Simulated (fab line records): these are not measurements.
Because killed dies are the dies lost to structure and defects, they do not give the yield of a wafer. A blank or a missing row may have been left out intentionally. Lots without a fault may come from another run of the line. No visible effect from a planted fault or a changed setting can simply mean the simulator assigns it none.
Matching of chambers + flow n5Finfet + N5_SD_EPI_P_ETCH_16 on rieDiel-05: 4 sister chambers
The step etches SiO2 in CHF3/O2, target depth 5 nm. 4 wafers are shown with their chamber, then 7 later ones without.

## WAFERS WITH THEIR CHAMBER
| wafer  | chamber | showerheadPlenumPTorr (Torr) |
|--------|---------|------------------------------|
| L080.4 | 1       | 2.49                         |
| L081.3 | 0       | 2.44                         |
| L085.1 | 3       | 2.45                         |
| L085.3 | 2       | 2.54                         |

## WAFERS WHOSE CHAMBER IS MISSING
| wafer  | showerheadPlenumPTorr (Torr) |
|--------|------------------------------|
| L085.5 | 2.48                         |
| L086.1 | 2.54                         |
| L086.4 | 2.48                         |
| L086.5 | 2.54                         |
| L091.2 | 2.45                         |
| L091.3 | 2.48                         |
| L091.5 | 2.43                         |

## WHICH CHAMBER EACH WENT THROUGH
| wafer  | from the rows above     | in truth |
|--------|-------------------------|----------|
| L085.5 | 1                       | 1        |
| L086.1 | 2                       | 2        |
| L086.4 | 1                       | 1        |
| L086.5 | 2                       | 2        |
| L091.2 | can't be placed: 3 or 0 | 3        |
| L091.3 | 1                       | 1        |
| L091.5 | can't be placed: 0 or 3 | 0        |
5 of 7 placed correctly. Can't be placed from these rows: 2 (the true chamber is among the candidates in 2). 0 placed wrongly.
How it was worked out, from the rows above alone: a wafer's distance from a chamber is the root of the sum, over the readings, of the square of ((its reading less the chamber's mean) divided by the reading's scatter). The wafer belongs to the nearest chamber; if the next one is less than 2 further off, it can't be placed. For every chamber, the mean is computed from those of its wafers that are shown. The scatter: root of mean squared gap, hidden wafer to nearest shown wafer, with one shown wafer a chamber.
